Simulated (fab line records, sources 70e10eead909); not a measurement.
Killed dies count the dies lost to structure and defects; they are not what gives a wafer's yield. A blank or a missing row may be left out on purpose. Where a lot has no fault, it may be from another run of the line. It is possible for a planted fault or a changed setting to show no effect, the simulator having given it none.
fab line records	flow nand_harc
record: lots: 7	wafers: 21	last_day: 34
route steps=1302 shown A_CONTACT@1090 END@1302
lots that met no fault: from a run of the same line without faults
start_h: hours from the record's opening day to when the first of the lot's shown wafers began	wait_h: how many hours have passed since the lot's step before this one	" unchanged from the row above	L1.1+2: a row that stands for several wafers	- no value, or no start was given	* or withheld: withheld	< > ~ a bound
route shown NAME@n: NAME is a module with steps in the file, n the number in the route of the first one	usual: average and standard deviation across the fault-free wafers	same: alike in all rows	chamber/n: place in a boat	sites: readings site by site	_std_site: standard deviation of those values	_edge_site: mean of outer sites minus mean of inner sites	radius_mm: how far each site lies from the wafer's centre	mask NAME#n: copy n	behind: the last tool/chamber to shape the wafer	hold: reason for holding the lot/hours on hold/outcome of the hold	device: which transistor (n, p or np) failed to switch	end of line: the tests these same wafers got at the end of their route	a step with no rows: only its recipe	killed: not the wafer's yield, but the dies lost to structure and defects at the first sort	map: dies across one wafer; x = killed, . = not, _ = none there
set.NAME: the setting the step ran with; set.NAME@STEP: the setting that earlier step ran with	model.NAME: the simulator's own value behind a step, which no gauge read
lots at some steps of the route; a table a step, a row a wafer
services: when a tool's chamber went out of use (start_h, in hours from the record's first day, below 0 if earlier), for how many hours, and the reason
== steps ==
step: NHARC_A_CONTACT_ETCH_138
recipe: source_w: withheld	pressure_mtorr: 20	bias_v: 1200	time_s: 311	target_depth_a: 19140	ar_flow_sccm: withheld	c4f8_flow_sccm: withheld	o2_flow_sccm: withheld	chemistry: C4F8/O2/Ar
usual: oes_air_line_au: 1.000/0.021
lot.wafer	tool	chamber	start_h	wait_h	oes_air_line_au	rf_hours_counter_h
L779.2	har_cap_etch-01	1	536.40	0.2	1.004	7
L779.3	"	1	"	"	0.984	-
L779.5	"	1	"	"	1.001	-
L780.2	har_cap_etch-02	1	552.50	0.3	1.005	93
L780.1	"	0	"	"	1.047	93
L780.4	"	1	"	"	0.993	-
L783.1	har_cap_etch-02	1	575.75	0.2	0.985	96
L783.3	"	0	"	"	1.013	-
L783.5	"	0	"	"	1.023	-
L784.2	har_cap_etch-01	1	582.89	0.2	1.001	15
L784.1	"	0	"	"	1.002	15
L784.6	"	1	"	"	0.996	-
L794.2	har_cap_etch-02	1	686.72	0.2	1.004	117
L794.3	"	1	"	"	1.030	-
L794.5	"	1	"	"	0.994	-
L797.1	har_cap_etch-01	1	701.39	0.2	0.980	36
L797.2	"	0	"	"	0.984	36
L797.3	"	1	"	"	1.019	-
L800.2	har_cap_etch-02	0	754.61	0.2	0.978	126
L800.4	"	1	"	"	1.040	-
L800.6	"	0	"	"	1.005	-
step: NHARC_A_CONTACT_ETCH_139
recipe: source_w: withheld	pressure_mtorr: 20	bias_v: 400	time_s: 195	target_depth_a: 8400	ar_flow_sccm: withheld	c4f8_flow_sccm: 11.5	o2_flow_sccm: 7.2	chemistry: C4F8/O2/Ar
usual: oes_air_line_au: 1.000/0.022
lot.wafer	tool	chamber	start_h	wait_h	oes_air_line_au	rf_hours_counter_h
L779.2	har_cap_etch-01	1	536.67	0.2	1.019	7
L779.3	"	1	"	"	1.017	-
L779.5	"	1	"	"	1.011	-
L780.2	har_cap_etch-02	1	552.86	0.3	0.983	94
L780.1	"	0	"	"	1.011	94
L780.4	"	1	"	"	0.979	-
L783.1	har_cap_etch-02	1	576.02	0.2	0.972	97
L783.3	"	0	"	"	1.014	-
L783.5	"	0	"	"	1.002	-
L784.2	har_cap_etch-01	1	583.16	0.2	1.002	15
L784.1	"	0	"	"	0.994	15
L784.6	"	1	"	"	0.998	-
L794.2	har_cap_etch-02	1	686.99	0.2	0.955	117
L794.3	"	1	"	"	0.986	-
L794.5	"	1	"	"	0.978	-
L797.1	har_cap_etch-01	1	701.66	0.2	0.968	36
L797.2	"	0	"	"	0.995	36
L797.3	"	1	"	"	0.984	-
L800.2	har_cap_etch-02	0	754.88	0.2	1.000	126
L800.4	"	1	"	"	0.999	-
L800.6	"	0	"	"	1.020	-
step: NHARC_A_CONTACT_ETCH_92
recipe: target_depth_a: 400	over_etch_frac: 0.5	time_s: 85.7	ion_energy_ev: 120	ch3f_flow_sccm: 50	o2_flow_sccm: 30	ar_flow_sccm: 200	rf_w: 500	bias_w: 100	chemistry: CH3F/O2
step: NHARC_A_CONTACT_ETCH_98
recipe: target_depth_a: 200	over_etch_frac: 0.5	time_s: 10	ion_energy_ev: 250	c4f6_flow_sccm: 25	o2_flow_sccm: 20	ar_flow_sccm: 500	rf_w: 600	bias_w: 500	chemistry: C4F6/O2
usual: c4f6_flow_sccm: 25.00/0.081	drypump_motor_current_A: 5.8/0.45	oes_product_au: 0.958/0.024	rf_vpp_V: 547/3.5	showerhead_plenum_p_Torr: 3.96/0.16	throttle_valve_pct: 26.904/0.0097
same: over_etch_frac: 0.5
lot.wafer	tool	chamber	start_h	wait_h	c4f6_flow_sccm	drypump_motor_current_A	oes_product_au	rf_hours_counter_h	rf_vpp_V	showerhead_plenum_p_Torr	throttle_valve_pct
L779.2	rie_diel-08	1	-	-	24.91	6.0	1.000	33	545	3.84	26.913
L779.3	"	2	"	"	24.94	5.3	1.008	30	546	3.91	26.901
L779.5	"	3	"	"	25.13	5.8	0.998	-	540	3.70	26.917
L780.4	rie_diel-04	0	-	-	25.14	5.3	0.977	3	544	3.82	26.910
L780.1	"	1	"	"	25.12	6.0	0.971	3	551	4.19	26.902
L780.2	"	3	"	"	25.05	6.1	0.955	3	550	4.11	26.894
L783.1	rie_diel-08	1	-	-	25.07	5.9	0.945	4	546	3.84	26.897
L783.3	"	3	"	"	25.13	5.8	0.932	3	543	3.70	26.896
L783.5	"	0	"	"	24.95	6.4	0.952	-	552	4.21	26.904
L784.2	rie_diel-02	1	-	-	24.83	5.1	0.967	0	545	3.89	26.897
L784.1	"	2	"	"	24.99	5.5	0.992	0	546	3.91	26.909
L784.6	"	3	"	"	24.95	5.6	0.997	-	549	4.01	26.917
L794.3	rie_diel-04	2	-	-	25.06	6.3	0.932	48	551	4.16	26.916
L794.2	"	3	"	"	24.92	6.1	0.948	42	550	4.09	26.906
L794.5	"	1	"	"	24.90	6.0	0.939	-	552	4.16	26.895
L797.2	rie_diel-02	2	-	-	24.97	5.5	0.942	40	548	3.89	26.887
L797.3	"	0	"	"	25.09	6.7	0.944	39	548	3.98	26.922
L797.1	"	1	"	"	24.94	5.1	0.945	40	545	3.87	26.913
L800.4	rie_diel-08	0	-	-	25.10	6.4	0.963	3	552	4.20	26.906
L800.2	"	3	"	"	25.07	5.8	0.953	3	541	3.68	26.895
L800.6	"	0	"	"	25.05	6.4	0.957	-	552	4.20	26.897
step: NHARC_A_CONTACT_CD_MEAS_15
usual: cd_nm: 190.2/0.57
lot.wafer	tool	chamber	start_h	wait_h	cd_nm
L779.2	cd_sem-02	-	537.47	-	190.4
L779.3	"	-	"	"	189.8
L779.5	"	-	"	"	190.7
L780.1	cd_sem-02	-	553.95	-	190.8
L780.2	"	-	"	"	190.8
L780.4	"	-	"	"	190.3
L783.1	cd_sem-03	-	576.80	-	190.0
L783.3	"	-	"	"	190.3
L783.5	"	-	"	"	189.2
L784.1	cd_sem-02	-	583.95	-	190.5
L784.2	"	-	"	"	190.6
L784.6	"	-	"	"	190.8
L794.2	cd_sem-02	-	687.77	-	189.8
L794.3	"	-	"	"	190.3
L794.5	"	-	"	"	190.9
L797.1	cd_sem-01	-	702.44	-	190.2
L797.2	"	-	"	"	190.8
L797.3	"	-	"	"	190.9
L800.2	cd_sem-01	-	755.61	-	189.7
L800.4	"	-	"	"	189.6
L800.6	"	-	"	"	189.3
step: NHARC_A_CONTACT_STRIP_107
recipe: n2_flow_sccm: 150	h2_flow_sccm: 150	ar_flow_sccm: 0	bias_w: 0	chemistry: N2/H2
step: NHARC_A_CONTACT_STRIP_108
recipe: cf4_flow_sccm: 100	chf3_flow_sccm: 30	ar_flow_sccm: 0	bias_w: 0	chemistry: CF4/CHF3
step: NHARC_A_CONTACT_STRIP_109
recipe: o2_flow_sccm: 400	cos_flow_sccm: 20	ar_flow_sccm: 0	bias_w: 0	chemistry: O2/COS
step: NHARC_A_CONTACT_ETCH_110
recipe: target_depth_a: 600	overetch_a: 60	time_s: 33	ion_energy_ev: 100	cf4_flow_sccm: 80	o2_flow_sccm: 20	ar_flow_sccm: 0	rf_w: 300	bias_w: 100	chemistry: CF4/O2
usual: drypump_motor_current_A: 5.8/0.43	oes_product_au: 0.998/0.0093	rf_vpp_V: 198.0/1.6	showerhead_plenum_p_Torr: 1.35/0.063	throttle_valve_pct: 13.398/0.0081
lot.wafer	tool	chamber	start_h	wait_h	drypump_motor_current_A	oes_product_au	rf_hours_counter_h	rf_vpp_V	showerhead_plenum_p_Torr	throttle_valve_pct
L779.2	rie_diel-08	1	537.97	0.1	5.9	0.982	33	196.3	1.30	13.391
L779.3	"	3	"	"	5.8	0.999	27	197.2	1.25	13.399
L779.5	"	1	"	"	5.9	0.998	-	198.2	1.30	13.399
L780.2	rie_diel-04	3	554.33	0.1	6.1	0.990	3	199.9	1.40	13.400
L780.1	"	0	"	"	5.3	1.004	3	196.8	1.30	13.406
L780.4	"	1	"	"	6.0	0.993	3	199.5	1.43	13.375
L783.1	rie_diel-08	2	577.14	0.1	5.3	0.988	4	197.9	1.33	13.391
L783.3	"	1	"	"	5.9	1.002	4	197.0	1.30	13.400
L783.5	"	3	"	"	5.8	0.986	-	195.7	1.25	13.394
L784.1	rie_diel-08	1	584.24	0.1	5.9	0.999	5	196.8	1.30	13.391
L784.2	"	0	"	"	6.4	1.008	4	201.1	1.44	13.411
L784.6	"	2	"	"	5.3	1.005	-	199.5	1.33	13.394
L794.2	rie_diel-08	1	688.06	0.1	5.9	1.003	20	197.2	1.30	13.393
L794.3	"	2	"	"	5.3	0.995	25	197.1	1.32	13.396
L794.5	"	0	"	"	6.4	1.010	-	200.3	1.44	13.397
L797.1	rie_diel-02	2	702.73	0.1	5.5	0.996	40	198.3	1.32	13.404
L797.3	"	3	"	"	5.6	0.993	40	196.8	1.36	13.390
L797.2	"	0	"	"	6.7	0.992	39	200.6	1.36	13.397
L800.4	rie_diel-08	1	756.40	0.1	5.9	1.002	4	196.7	1.30	13.383
L800.2	"	2	"	"	5.3	0.991	3	198.7	1.32	13.410
L800.6	"	1	"	"	5.9	1.003	-	196.7	1.30	13.404
step: NHARC_A_CONTACT_STRIP_26
recipe: o2_flow_sccm: 500	ar_flow_sccm: 0	bias_w: 0	chemistry: O2
usual: drypump_motor_current_A: 5.8/0.45	oes_product_au: 0.998/0.0094	rf_vpp_V: 58.0/0.96	showerhead_plenum_p_Torr: 3.55/0.16	throttle_valve_pct: 17.036/0.0086
lot.wafer	tool	chamber	start_h	wait_h	drypump_motor_current_A	oes_product_au	rf_hours_counter_h	rf_vpp_V	showerhead_plenum_p_Torr	throttle_valve_pct
L779.3	rie_diel-08	2	-	-	5.3	1.003	30	58.9	3.51	17.028
L779.2	"	3	"	"	5.8	0.987	27	57.6	3.32	17.044
L779.5	"	2	"	"	5.3	1.003	-	57.1	3.51	17.022
L780.2	rie_diel-04	0	-	-	5.3	1.012	3	58.2	3.44	17.038
L780.4	"	1	"	"	6.0	1.001	3	58.7	3.77	17.042
L780.1	"	3	"	"	6.1	0.999	3	59.2	3.70	17.032
L783.1	rie_diel-08	2	-	-	5.3	0.992	4	59.2	3.51	17.038
L783.3	"	3	"	"	5.8	0.996	3	56.4	3.32	17.045
L783.5	"	2	"	"	5.3	0.995	-	57.5	3.51	17.045
L784.2	rie_diel-08	2	-	-	5.3	0.990	5	56.8	3.51	17.030
L784.1	"	1	"	"	6.0	1.004	5	58.9	3.45	17.046
L784.6	"	2	"	"	5.3	1.006	-	57.2	3.51	17.035
L794.3	rie_diel-08	3	-	-	5.8	1.014	24	58.0	3.31	17.037
L794.2	"	1	"	"	6.0	1.000	20	59.1	3.44	17.018
L794.5	"	2	"	"	5.3	0.989	-	56.7	3.50	17.052
L797.1	rie_diel-02	0	-	-	6.7	1.000	39	57.1	3.58	17.034
L797.2	"	1	"	"	5.1	0.994	40	58.0	3.48	17.029
L797.3	"	2	"	"	5.5	1.006	40	58.0	3.50	17.040
L800.4	rie_diel-08	2	-	-	5.3	0.998	3	58.8	3.49	17.042
L800.2	"	3	"	"	5.8	0.999	3	57.7	3.31	17.049
L800.6	"	2	"	"	5.3	0.990	-	58.2	3.49	17.037
step: NHARC_A_CONTACT_STRIP_27
recipe: time_s: 600	temp_c: 30	chemistry: post_etch_residue_remover
step: NHARC_A_CONTACT_ALD_18
recipe: target_thk_a: 30	pulse_time_s: 1	ald_cycles: 150	temp_c: 450	material: TiN
step: NHARC_A_CONTACT_CVD_19
recipe: target_thk_a: 3000	temp_c: 300	pressure_torr: 40	wf6_flow_sccm: 40	h2_flow_sccm: 1600	ar_flow_sccm: 1560	time_s: 802	material: W
usual: chamber_pressure_Torr: 40.00/0.09	heater_power_outer_w: 252/23	heater_power_w: 449/42	throttle_valve_pct: 7.7/0.31
lot.wafer	tool	chamber	start_h	wait_h	chamber_pressure_Torr	heater_power_outer_w	heater_power_w	throttle_valve_pct
L779.2	cvd_w-01	1	538.82	-	39.97	240	422	7.9
L779.3	"	1	"	"	39.95	235	422	7.9
L779.5	"	0	"	"	40.02	273	479	7.3
L780.2	cvd_w-02	0	555.90	-	-	-	-	-
L780.1	"	1	"	"	-	-	-	-
L780.4	"	1	"	"	-	-	-	-
L783.1	cvd_w-02	0	578.12	-	-	-	-	-
L783.3	"	0	"	"	-	-	-	-
L783.5	"	0	"	"	-	-	-	-
L784.2	cvd_w-01	0	585.09	-	-	-	-	-
L784.1	"	1	"	"	-	-	-	-
L784.6	"	0	"	"	-	-	-	-
L794.2	cvd_w-02	1	689.03	-	39.98	214	405	7.9
L794.3	"	0	"	"	39.80	283	519	7.9
L794.5	"	0	"	"	39.72	282	507	7.6
L797.1	cvd_w-01	1	703.62	-	40.13	242	412	8.0
L797.2	"	0	"	"	39.92	273	480	7.3
L797.3	"	1	"	"	40.13	243	417	8.2
L800.2	cvd_w-01	1	757.25	-	39.94	255	445	8.0
L800.4	"	1	"	"	40.08	258	420	8.4
L800.6	"	1	"	"	39.85	260	428	8.1
step: NHARC_A_CONTACT_CMP_20
recipe: t_overpolish_s: 30	target_thk_nm: 300
usual: motor_current_A: 11.9/1.2	overpolish_run_s: 30.000/0.0096	time_to_endpoint_s: 59/3.3
lot.wafer	tool	chamber	start_h	wait_h	motor_current_A	overpolish_run_s	time_to_endpoint_s
L779.3	cmp-01	2	539.70	0.5	10.7	30.018	58
L779.2	"	0	"	"	11.8	30.002	57
L779.5	"	2	"	"	10.3	29.998	61
L780.1	cmp-02	2	556.80	0.7	12.9	30.002	1
L780.4	"	3	"	"	11.3	30.005	1
L780.2	"	0	"	"	12.7	30.004	0
L783.3	cmp-02	3	578.88	0.4	10.9	29.997	0
L783.1	"	2	"	"	12.7	29.994	1
L783.5	"	0	"	"	12.2	29.995	0
L784.2	cmp-02	0	585.96	0.8	13.0	29.996	0
L784.1	"	1	"	"	11.5	30.010	0
L784.6	"	1	"	"	11.3	30.000	0
L794.2	cmp-02	1	689.79	0.6	12.1	30.001	58
L794.3	"	3	"	"	11.0	30.002	58
L794.5	"	2	"	"	12.8	30.005	60
L797.1	cmp-04	0	704.51	0.8	12.1	29.995	57
L797.3	"	1	"	"	10.2	30.004	56
L797.2	"	3	"	"	11.6	30.006	62
L800.2	cmp-04	0	758.13	0.8	12.2	30.000	60
L800.4	"	3	"	"	11.9	30.005	64
L800.6	"	0	"	"	12.3	29.995	61
step: NHARC_END_SORT_01
recipe: temp_c: 25
usual: killed_at_array: 56/19	killed_at_other: 1.0/1.3	killed_at_periphery: 3.8/2.2	killed_dies: 61/19	killed_open: 3.1/1.9	killed_short: 2.3/1.5
same: gross_dies: 677
lot.wafer	tool	chamber	start_h	wait_h	killed_at_array	killed_at_other	killed_at_periphery	killed_dies	killed_open	killed_short
L780.1	prober-02	0	601.12	2.5	669	0	8	677	8	2
L780.2	prober-02	0	601.91	2.8	672	0	5	677	1	4
L780.4	prober-02	0	603.50	3.4	672	0	5	677	0	6
L784.1	prober-02	0	632.81	2.6	673	0	4	677	4	1
L784.2	prober-02	0	633.61	2.8	675	1	1	677	2	0
L784.6	prober-02	0	636.81	4.0	673	0	4	677	4	3
killed by level:class
L780.1 A_CONTACT:area_cvd=620 A_SLIT:chamber_film_flake=27 A_CHANNEL_HOLE_D2:chamber_film_flake=5 P_ZERO_WELL:chamber_film_flake=3 A_CHANNEL_HOLE_D1:chamber_film_flake=3 A_M1:chamber_film_flake=3 A_ONON_D2:geometric_particle:open=2 A_M0:geometric_particle:open=2
L780.2 A_CONTACT:area_cvd=629 A_SLIT:chamber_film_flake=25 A_CONTACT:chamber_film_flake=6 P_GATE:chamber_film_flake=3 A_CHANNEL_HOLE_D2:chamber_film_flake=3 P_M2:geometric_particle:open=1 A_CHANNEL_FILL_D1:geometric_particle:short=1 A_DECK1_JOINT:geometric_particle:short=1
L780.4 A_CONTACT:area_cvd=624 A_SLIT:chamber_film_flake=21 A_CHANNEL_HOLE_D2:chamber_film_flake=12 A_CONTACT:chamber_film_flake=4 A_CHANNEL_HOLE_D1:chamber_film_flake=3 A_CHANNEL_FILL_D2:geometric_particle:short=2 A_M1:chamber_film_flake=2 P_M1:geometric_particle:short=1
L784.1 A_CONTACT:area_cvd=603 A_CHANNEL_HOLE_D2:chamber_film_flake=28 A_SLIT:chamber_film_flake=18 A_CHANNEL_HOLE_D1:chamber_film_flake=12 A_CONTACT:chamber_film_flake=5 P_STI:chamber_film_flake=2 P_M0:chamber_film_flake=2 A_CHANNEL_FILL_D1:geometric_particle:open=1
L784.2 A_CONTACT:area_cvd=598 A_SLIT:chamber_film_flake=32 A_CHANNEL_HOLE_D2:chamber_film_flake=27 A_CHANNEL_HOLE_D1:chamber_film_flake=4 A_STAIRCASE:chamber_film_flake=3 A_WL_FILL:chamber_film_flake=3 A_CONTACT:chamber_film_flake=3 A_CHANNEL_FILL_D2:chamber_film_flake=2
L784.6 A_CONTACT:area_cvd=591 A_CHANNEL_HOLE_D2:chamber_film_flake=35 A_SLIT:chamber_film_flake=29 P_M0:chamber_film_flake=3 A_CHANNEL_HOLE_D1:chamber_film_flake=3 A_ONON_D1:geometric_particle:short=2 A_CHANNEL_FILL_D1:chamber_film_flake=2 A_WL_FILL:chamber_film_flake=2
map L780.1 (x killed, . not)
____________x____________
_________xxxxxxx_________
_______xxxxxxxxxxx_______
______xxxxxxxxxxxxx______
_____xxxxxxxxxxxxxxx_____
____xxxxxxxxxxxxxxxxx____
____xxxxxxxxxxxxxxxxx____
___xxxxxxxxxxxxxxxxxxx___
___xxxxxxxxxxxxxxxxxxx___
__xxxxxxxxxxxxxxxxxxxxx__
__xxxxxxxxxxxxxxxxxxxxx__
_xxxxxxxxxxxxxxxxxxxxxxx_
_xxxxxxxxxxxxxxxxxxxxxxx_
_xxxxxxxxxxxxxxxxxxxxxxx_
_xxxxxxxxxxxxxxxxxxxxxxx_
_xxxxxxxxxxxxxxxxxxxxxxx_
xxxxxxxxxxxxxxxxxxxxxxxxx
xxxxxxxxxxxxxxxxxxxxxxxxx
xxxxxxxxxxxxxxxxxxxxxxxxx
xxxxxxxxxxxxxxxxxxxxxxxxx
xxxxxxxxxxxxxxxxxxxxxxxxx
_xxxxxxxxxxxxxxxxxxxxxxx_
_xxxxxxxxxxxxxxxxxxxxxxx_
_xxxxxxxxxxxxxxxxxxxxxxx_
_xxxxxxxxxxxxxxxxxxxxxxx_
_xxxxxxxxxxxxxxxxxxxxxxx_
__xxxxxxxxxxxxxxxxxxxxx__
__xxxxxxxxxxxxxxxxxxxxx__
___xxxxxxxxxxxxxxxxxxx___
___xxxxxxxxxxxxxxxxxxx___
____xxxxxxxxxxxxxxxxx____
____xxxxxxxxxxxxxxxxx____
_____xxxxxxxxxxxxxxx_____
______xxxxxxxxxxxxx______
_______xxxxxxxxxxx_______
_________xxxxxxx_________
____________x____________
map L784.1 (x killed, . not)
____________x____________
_________xxxxxxx_________
_______xxxxxxxxxxx_______
______xxxxxxxxxxxxx______
_____xxxxxxxxxxxxxxx_____
____xxxxxxxxxxxxxxxxx____
____xxxxxxxxxxxxxxxxx____
___xxxxxxxxxxxxxxxxxxx___
___xxxxxxxxxxxxxxxxxxx___
__xxxxxxxxxxxxxxxxxxxxx__
__xxxxxxxxxxxxxxxxxxxxx__
_xxxxxxxxxxxxxxxxxxxxxxx_
_xxxxxxxxxxxxxxxxxxxxxxx_
_xxxxxxxxxxxxxxxxxxxxxxx_
_xxxxxxxxxxxxxxxxxxxxxxx_
_xxxxxxxxxxxxxxxxxxxxxxx_
xxxxxxxxxxxxxxxxxxxxxxxxx
xxxxxxxxxxxxxxxxxxxxxxxxx
xxxxxxxxxxxxxxxxxxxxxxxxx
xxxxxxxxxxxxxxxxxxxxxxxxx
xxxxxxxxxxxxxxxxxxxxxxxxx
_xxxxxxxxxxxxxxxxxxxxxxx_
_xxxxxxxxxxxxxxxxxxxxxxx_
_xxxxxxxxxxxxxxxxxxxxxxx_
_xxxxxxxxxxxxxxxxxxxxxxx_
_xxxxxxxxxxxxxxxxxxxxxxx_
__xxxxxxxxxxxxxxxxxxxxx__
__xxxxxxxxxxxxxxxxxxxxx__
___xxxxxxxxxxxxxxxxxxx___
___xxxxxxxxxxxxxxxxxxx___
____xxxxxxxxxxxxxxxxx____
____xxxxxxxxxxxxxxxxx____
_____xxxxxxxxxxxxxxx_____
______xxxxxxxxxxxxx______
_______xxxxxxxxxxx_______
_________xxxxxxx_________
____________x____________
== services ==
tool	chamber	start_h	hours	kind
cmp-02	-	526.63	4.0	pm
har_cap_etch-02	-	535.22	0.4	repair
cvd_w-01	1	535.56	2.7	repair
rie_diel-04	-	536.33	9.0	pm
rie_diel-08	-	545.53	9.0	pm
cvd_w-01	-	547.08	13.0	pm
rie_diel-02	-	574.52	9.0	pm
cmp-02	-	624.63	4.0	pm
cvd_w-01	0	633.03	17.1	repair
rie_diel-08	0	646.93	37.9	repair
cvd_w-01	1	651.74	13.6	repair
rie_diel-08	1	666.00	16.1	repair
rie_diel-04	3	673.68	6.7	repair
cvd_w-01	-	679.20	1.2	repair
cmp-02	-	703.37	0.6	repair
rie_diel-08	-	709.20	1.4	repair
cmp-02	-	709.82	1.1	repair
rie_diel-04	-	711.55	0.3	repair
rie_diel-04	-	713.38	9.0	pm
rie_diel-02	0	716.50	3.6	repair
rie_diel-02	3	717.51	2.5	repair
rie_diel-08	-	722.84	9.0	pm
rie_diel-08	-	744.56	0.5	repair
har_cap_etch-02	-	755.11	17.0	pm
== key ==
first_sign: step: NHARC_A_CONTACT_CVD_19	reading: tool_record	direction: missing
effect: step: NHARC_A_CONTACT_CMP_20	reading: time_to_endpoint_s	direction: down	sigmas: 18	usual: *	struck: *
effect: step: NHARC_END_SORT_01	reading: killed_at_array	direction: up	sigmas: 33	usual: 56	struck: 672
more_kills_born_at: NHARC_A_CONTACT_CVD_19@cvd_w-02: 1873	NHARC_A_CONTACT_CVD_19@cvd_w-01: 1792
met_at NHARC_A_CONTACT_CVD_19
struck_wafers L780.1,L780.2,L780.4,L783.1,L783.3,L783.5,L784.1,L784.2,L784.6
later_rows_left_out L780.1,L780.2,L780.4,L783.1,L783.3,L783.5,L784.1,L784.2,L784.6
sort_left_out L783.1,L783.3,L783.5
tester_left_out L780,L783,L784
onset_between 538.82 555.90
fault: kind: skipped_step_whole	tool: cvd_w-01,cvd_w-02	chamber: -	onset_h: 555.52	steps: NHARC_A_CONTACT_CVD_19	scope: struck_lots_only
tester_left_out: of these lots the tester's yield and bins aren't shown, on N5 and GAA mostly nor the transistor test; their killed dies are dies lost to structure and defects alone, not to doping, threshold or leakage, so they don't give the yield
sort_left_out: the simulated sort isn't trusted on such a fault, so these wafers' sort isn't shown, and their yield isn't known
later_rows_left_out: the simulator's readings of these wafers behind a module that went badly wrong aren't trusted and aren't shown, but for the sort
